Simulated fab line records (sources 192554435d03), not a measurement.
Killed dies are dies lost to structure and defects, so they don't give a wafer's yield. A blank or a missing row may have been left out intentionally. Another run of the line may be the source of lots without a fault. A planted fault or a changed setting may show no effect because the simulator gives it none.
Code-filled problem report in 8D (eight disciplines) form ; flow n5Finfet ; the parts of the form that need people (team, actions taken, sign-off) are left out

== 1. PROBLEM STATEMENT ==
Wafers without a fault read 15, standard deviation 5.9; killed_at_M4_up at N5_PASSIVATION_PROBE_49 reads a mean of 1087 on 2 wafers belonging to 2 lots. That is +99 or more standard deviations from the usual mean.
Earliest sighting: wafer L970.5 on prober-02 at day 14 04:19. The record holds 18 wafers of 6 lots with a number at this step. Rule for "out" (also "out of limits"): further than 4 standard deviations from the usual mean. All remaining wafers that have a number are taken as sound.

== 2. WHAT THIS IS AND IS NOT ==
question;is;is not
which readings at this step;killed_at_M4_up, defectLimitedYield, killedDies, killedOnRim, sort_bin_5_function, sortNPass, sortYieldPct;killed_at_M0_to_M3, killedAtContacts, killedAtFrontEnd, killedAtOther, killedOpen, killedShort, sort_bin_4_leakage, sort_bin_6_memory
which lots;L970, L974;L965, L966, L967, L984
which wafers of those lots;L970.5, L974.6;L970.4, L970.6, L974.2, L974.3
read on which tools;prober-01, prober-02;-
when;from day 14 04:19;"up to then (10 sound wafers); but 6 sound wafers of L970, L974, L984 came after"

== 3. THE SUSPECTS, EACH WITH WHAT RULES IT OUT ==
Counting: if a tool at a process step up to the reading ran every lot that is out, it stays a suspect. Sound lots after the first of them don't rule it out here, since some wafers of a struck lot are sound.
- rieDiel-04 at N5_BEOL_M10_VIA_ETCH_34 (etches SiCOH lowk in C4F6/O2, target depth 184.5 nm, time 69.2 s): kept. It processed each lot that is out (first: L970, day 11 23:31); up to then, its last sound lot is L967 (day 11 04:56).
- Within rieDiel-04 at N5_BEOL_M10_VIA_ETCH_34: the wafers that are out ran in chamber 0; their sound lot-mates ran in chambers 1, 2.
Left after counting: rieDiel-04 at N5_BEOL_M10_VIA_ETCH_34.

== 4. THE CAUSE (what the simulator had put in) ==
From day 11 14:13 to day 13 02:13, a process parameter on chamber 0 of rieDiel-04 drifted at N5_BEOL_M10_VIA_ETCH_34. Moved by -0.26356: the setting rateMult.
The count eliminated every tool but this one.

== 5. SEQUENCE OF EFFECTS, ordered by route ==
Each row: a reading whose mean over the struck wafers that have a number lies more than 3 standard deviations from the usual. Only readings for which the record gives a usual standard deviation are gone through. hours: the time from each lot's start at the first step in this table that gives one to its start at this step, as a median over the lots. sigmas: the change in usual standard deviations.
hours;step;reading;usual;on struck wafers;change;sigmas
0;N5_PASSIVATION_PROBE_49;defectLimitedYield;91.2 %;0.1;-91.2;-61
0;N5_PASSIVATION_PROBE_49;killed_at_M4_up;15;1087;+1072;+99 or more
0;N5_PASSIVATION_PROBE_49;killedDies;104;1180;+1076;+60
0;N5_PASSIVATION_PROBE_49;killedOnRim;14;152;+138;+34
0;N5_PASSIVATION_PROBE_49;sort_bin_5_function;5.1 %;96.7;+91.6;+83
0;N5_PASSIVATION_PROBE_49;sortNPass;1076;0;-1076;-60
0;N5_PASSIVATION_PROBE_49;sortYieldPct;91.2 %;0.1;-91.2;-61
Its process steps:
- N5_PASSIVATION_PROBE_49

== 6. WHAT WOULD HAVE CAUGHT IT SOONER ==
The fault began at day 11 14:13; the first out-of-limits reading in this record came at day 14 04:19, 62 hours later.
Of the tool readings at N5_BEOL_M10_VIA_ETCH_34 for which the record gives a usual standard deviation, none was out on any struck wafer, so an alarm limit of 4 standard deviations on them would not have fired.
The start of N5_BEOL_M10_VIA_ETCH_34 on rieDiel-04 came by day 14 04:19 for every one of the lots that are out (2). Had the tool been put on hold then, not one of them would have been saved.
